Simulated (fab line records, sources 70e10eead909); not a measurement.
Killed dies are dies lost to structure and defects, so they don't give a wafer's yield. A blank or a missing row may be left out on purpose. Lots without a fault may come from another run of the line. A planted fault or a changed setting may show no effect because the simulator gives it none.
Which tool did it? | flow nand_harc | 24 lots, 72 wafers sampled, at 3 steps of a route of 1159

WHAT THE GAUGES READ, wafer by wafer
NHARC_A_CONTACT_CD_MEAS_42: target cd 200 nm. Usual: cd_nm 200.2 nm, standard deviation 0.49.
lot  | measured     | on        | cd_nm (nm)        | flag
L074 | day 16 04:44 | cd_sem-01 | 200.4 200.7 200.3 |
L076 | day 16 20:11 | cd_sem-02 | 199.7 200.3 200.3 |
L077 | day 16 16:22 | cd_sem-03 | 199.6 200.5 199.7 |
L075 | day 16 17:59 | cd_sem-02 | 200.3 200.8 200.3 |
L078 | day 17 01:22 | cd_sem-01 | 200.4 200.3 200.0 |
L080 | day 17 18:34 | cd_sem-02 | 200.7 200.5 199.8 |
L079 | day 17 20:45 | cd_sem-03 | 199.9 199.4 199.7 |
L083 | day 18 11:20 | cd_sem-02 | 200.5 200.9 201.2 |
L081 | day 18 09:12 | cd_sem-01 | 199.6 200.9 200.6 |
L084 | day 18 20:37 | cd_sem-03 | 200.4 200.4 200.5 |
L082 | day 18 20:55 | cd_sem-03 | 200.5 200.9 200.3 |
L085 | day 19 12:46 | cd_sem-02 | 200.7 200.4 200.2 |
L089 | day 19 16:31 | cd_sem-03 | 199.6 199.6 200.3 |
L086 | day 19 18:23 | cd_sem-03 | 200.6 199.5 199.6 |
L087 | day 19 11:03 | cd_sem-03 | 200.8 199.5 200.5 |
L090 | day 20 07:18 | cd_sem-02 | 200.6 200.1 200.4 |
L088 | day 20 08:40 | cd_sem-01 | 200.3 200.6 199.8 |
L091 | day 20 18:21 | cd_sem-03 | 200.0 199.6 199.5 |
L092 | day 20 18:31 | cd_sem-01 | 199.8 199.9 199.7 |
L094 | day 21 11:28 | cd_sem-01 | 200.7 199.8 200.2 |
L093 | day 21 13:39 | cd_sem-01 | 199.4 199.5 200.5 |
L095 | day 21 16:46 | cd_sem-03 | 200.3 201.0 200.2 |
L096 | day 22 13:28 | cd_sem-03 | 200.0 200.9 201.1 |
L097 | day 23 01:48 | cd_sem-01 | 199.6 200.5 200.3 |

WHICH TOOL RAN EACH LOT (tool, then ch and the chambers of the sampled wafers, then the start)
lot  | NHARC_A_WL_FILL_ALD_00           | NHARC_A_WL_FILL_ALD_02
L074 | ald_hk-01 ch 0,1, day 14 20:41   | ald_metal-02 ch 0,1,2, day 14 21:13
L076 | ald_hk-03 ch 0,2,3, day 15 07:23 | ald_metal-02 ch 0,1,3, day 15 07:52
L077 | ald_hk-01 ch 2,3, day 15 07:24   | ald_metal-01 ch 2,3, day 15 08:02
L075 | ald_hk-02 ch 1,2,3, day 15 07:26 | ald_metal-02 ch 0,1, day 15 08:09
L078 | ald_hk-02 ch 0,1,2, day 15 11:00 | ald_metal-02 ch 0,1,2, day 15 11:28
L080 | ald_hk-03 ch 0,3, day 16 10:41   | ald_metal-01 ch 1,3, day 16 11:13
L079 | ald_hk-02 ch 1,2,3, day 16 10:46 | ald_metal-03 ch 0,3, day 16 11:15
L083 | ald_hk-01 ch 0,1,3, day 17 03:13 | ald_metal-03 ch 1,2,3, day 17 03:41
L081 | ald_hk-01 ch 0,1,2, day 17 03:26 | ald_metal-01 ch 2,3, day 17 03:55
L084 | ald_hk-01 ch 0,2,3, day 17 06:20 | ald_metal-02 ch 1,3, day 17 06:49
L082 | ald_hk-03 ch 2,3, day 17 06:22   | ald_metal-01 ch 0,3, day 17 06:51
L085 | ald_hk-01 ch 0,2,3, day 17 23:47 | ald_metal-02 ch 0,3, day 18 00:17
L089 | ald_hk-01 ch 1,2, day 17 23:57   | ald_metal-01 ch 0,2, day 18 00:27
L086 | ald_hk-02 ch 0,1,2, day 18 00:10 | ald_metal-02 ch 1,3, day 18 00:47
L087 | ald_hk-01 ch 1,2,3, day 18 00:10 | ald_metal-03 ch 0,1,3, day 18 00:42
L090 | ald_hk-02 ch 1,2, day 18 20:20   | ald_metal-02 ch 0,1,2, day 18 20:54
L088 | ald_hk-02 ch 0,2,3, day 18 20:30 | ald_metal-01 ch 0,1,2, day 18 21:01
L091 | ald_hk-03 ch 1,2,3, day 19 05:58 | ald_metal-01 ch 0,2, day 19 06:25
L092 | ald_hk-01 ch 1,2,3, day 19 05:59 | ald_metal-02 ch 0,2,3, day 19 06:36
L094 | ald_hk-02 ch 0,1,2, day 19 21:49 | ald_metal-02 ch 0,1,2, day 19 22:20
L093 | ald_hk-03 ch 0,1,2, day 19 21:54 | ald_metal-03 ch 0,1,3, day 19 22:19
L095 | ald_hk-02 ch 0,1,3, day 20 01:29 | ald_metal-02 ch 1,3, day 20 02:07
L096 | ald_hk-02 ch 0,1,3, day 21 01:49 | ald_metal-02 ch 0,2, day 21 02:28
L097 | ald_hk-02 ch 0,1, day 21 01:57   | ald_metal-03 ch 0,2,3, day 21 02:38
- NHARC_A_WL_FILL_ALD_00: deposits Al2O3, target thk 3 nm, pulse time 3 s, ald cycles 30.
- NHARC_A_WL_FILL_ALD_02: deposits TiN, target thk 2 nm, pulse time 3 s, ald cycles 100.

WHAT THE TOOLS THEMSELVES READ (means of the sampled wafers that have a number; where no wafer has one, the mark that the record gives instead)
NHARC_A_WL_FILL_ALD_00. Usual: heater_power_w 463 W, standard deviation 38; precursor_pulse_height_rel 1.000, standard deviation 0.021.
lot  | tool      | heater_power_w (W) | precursor_pulse_height_rel | flag
L074 | ald_hk-01 | 455                | 1.008                      |
L076 | ald_hk-03 | 439                | 0.982                      |
L077 | ald_hk-01 | 457                | 0.989                      |
L075 | ald_hk-02 | 479                | 1.009                      |
L078 | ald_hk-02 | 471                | 0.977                      |
L080 | ald_hk-03 | 467                | 0.995                      |
L079 | ald_hk-02 | 477                | 0.996                      |
L083 | ald_hk-01 | 458                | 0.996                      |
L081 | ald_hk-01 | 457                | 1.001                      |
L084 | ald_hk-01 | 465                | 0.992                      |
L082 | ald_hk-03 | 421                | 1.017                      |
L085 | ald_hk-01 | 460                | 0.988                      |
L089 | ald_hk-01 | 447                | 0.994                      |
L086 | ald_hk-02 | 479                | 0.991                      |
L087 | ald_hk-01 | 451                | 0.995                      |
L090 | ald_hk-02 | 473                | 0.980                      |
L088 | ald_hk-02 | 454                | 0.993                      |
L091 | ald_hk-03 | 470                | 1.011                      |
L092 | ald_hk-01 | 438                | 0.998                      |
L094 | ald_hk-02 | 482                | 1.010                      |
L093 | ald_hk-03 | 452                | 1.000                      |
L095 | ald_hk-02 | 484                | 0.986                      |
L096 | ald_hk-02 | 482                | 1.001                      |
L097 | ald_hk-02 | 522                | 0.995                      |

NHARC_A_WL_FILL_ALD_02. Usual: heater_power_w 1096 W, standard deviation 110; precursor_pulse_height_rel 1.000, standard deviation 0.022.
lot  | tool         | heater_power_w (W) | precursor_pulse_height_rel | flag
L074 | ald_metal-02 | 1169               | 0.986                      |
L076 | ald_metal-02 | 1081               | 1.010                      |
L077 | ald_metal-01 | 1111               | 1.006                      |
L075 | ald_metal-02 | 1145               | 1.003                      |
L078 | ald_metal-02 | 1178               | 1.004                      |
L080 | ald_metal-01 | 1086               | 1.010                      |
L079 | ald_metal-03 | 985                | 1.007                      |
L083 | ald_metal-03 | 1139               | 0.990                      |
L081 | ald_metal-01 | 1105               | 1.017                      |
L084 | ald_metal-02 | 1123               | 1.010                      |
L082 | ald_metal-01 | 1061               | 0.996                      |
L085 | ald_metal-02 | 1042               | 1.003                      |
L089 | ald_metal-01 | 1030               | 0.993                      |
L086 | ald_metal-02 | 1014               | 1.019                      |
L087 | ald_metal-03 | 1074               | 1.012                      |
L090 | ald_metal-02 | 1160               | 0.975                      |
L088 | ald_metal-01 | 1080               | 0.985                      |
L091 | ald_metal-01 | 1103               | 1.011                      |
L092 | ald_metal-02 | 1051               | 0.999                      |
L094 | ald_metal-02 | 1192               | 1.006                      |
L093 | ald_metal-03 | 1072               | 0.988                      |
L095 | ald_metal-02 | 1108               | 1.007                      |
L096 | ald_metal-02 | 1147               | 0.985                      |
L097 | ald_metal-03 | 1057               | 1.009                      |

THE ANSWER, worked out from the rows above alone
Rule: a lot is off if the mean of its wafers that have a number lies more than 3 standard deviations from the usual mean. A lot without any number at a reading at which 4 lots or more have one is off too. The other lots that the step has rows for count as sound. The gauges are gone through in route order, then the tools' own readings, and for those a lot's mean is taken as printed above. The first step at which some lot is off is used, and at that step the reading that is off furthest; a lot without a number counts as furthest.
No lot is off at any reading shown: from this, nothing can be told.

WHAT THE SIMULATOR HAD PUT IN
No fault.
